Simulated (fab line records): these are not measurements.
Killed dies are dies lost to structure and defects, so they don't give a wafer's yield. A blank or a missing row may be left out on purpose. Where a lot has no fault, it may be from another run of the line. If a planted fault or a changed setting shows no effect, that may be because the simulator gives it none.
Matching of chambers + flow nand harc + NHARC_P_M0_ETCH_34 on rie diel-09 has 4 sister chambers
The step etches the open film in N2/H2, target depth 40 nm, overetch 12 nm, time 43.94 s. 14 wafers are shown with their chamber, then 7 later ones without.

WAFERS WITH THEIR CHAMBER
| wafer  | chamber | drypump motor current A (A) | rf vpp V (V) | oes product au (a.u.) |
|--------|---------|-----------------------------|--------------|-----------------------|
| L077.1 | 2       | 5.3                         | 432.4        | 0.989                 |
| L077.4 | 0       | 6.2                         | 428.0        | 0.999                 |
| L077.6 | 0       | 6.2                         | 429.3        | 0.999                 |
| L081.2 | 3       | 5.1                         | 430.5        | 1.001                 |
| L081.3 | 1       | 6.3                         | 434.0        | 0.993                 |
| L081.6 | 1       | 6.3                         | 434.1        | 0.996                 |
| L079.4 | 3       | 5.0                         | 429.8        | 1.015                 |
| L079.5 | 2       | 5.3                         | 430.7        | 0.978                 |
| L079.6 | 3       | 5.0                         | 429.5        | 1.005                 |
| L087.1 | 2       | 5.3                         | 431.9        | 0.984                 |
| L087.2 | 0       | 6.2                         | 429.1        | 1.001                 |
| L087.6 | 3       | 5.1                         | 430.9        | 1.016                 |
| L090.1 | 1       | 6.3                         | 435.8        | 0.981                 |
| L090.2 | 3       | 5.0                         | 428.4        | 1.003                 |

SIGNATURES (averages over the wafers above)
| reading                 | chamber 0 | chamber 1 | chamber 2 | chamber 3 | scatter within a chamber |
|-------------------------|-----------|-----------|-----------|-----------|--------------------------|
| drypump motor current A | 6.200     | 6.300     | 5.300     | 5.040     | 0.0346                   |
| rf vpp V                | 428.800   | 434.633   | 431.667   | 429.820   | 0.911                    |
| oes product au          | 0.99967   | 0.99000   | 0.98367   | 1.00800   | 0.00621                  |
Rule: for a wafer and a chamber, the distance is found by dividing, reading by reading, the gap between the wafer's reading and the chamber's mean by the reading's scatter, squaring, summing and taking the root. The wafer belongs to the nearest chamber; if the next one is less than 2 further off, it can't be placed. The scatter: the root of (the sum of the squares of (reading less its chamber's mean) over the shown wafers, divided by (wafers less chambers)).

WAFERS WITH NO CHAMBER GIVEN
| wafer  | drypump motor current A (A) | rf vpp V (V) | oes product au (a.u.) |
|--------|-----------------------------|--------------|-----------------------|
| L090.6 | 6.3                         | 433.3        | 0.992                 |
| L092.1 | 6.2                         | 430.1        | 0.996                 |
| L092.2 | 5.3                         | 431.8        | 0.980                 |
| L092.6 | 6.2                         | 428.3        | 1.003                 |
| L091.4 | 5.3                         | 432.1        | 0.978                 |
| L091.5 | 5.1                         | 429.4        | 1.001                 |
| L091.6 | 5.3                         | 432.3        | 0.983                 |

THE CHAMBER EACH PASSED THROUGH
| wafer  | from the rows above | in truth |
|--------|---------------------|----------|
| L090.6 | 1                   | 1        |
| L092.1 | 0                   | 0        |
| L092.2 | 2                   | 2        |
| L092.6 | 0                   | 0        |
| L091.4 | 2                   | 2        |
| L091.5 | 3                   | 3        |
| L091.6 | 2                   | 2        |
Correctly placed: 7 of 7. From these rows, 0 cannot be placed. 0 placed wrongly.
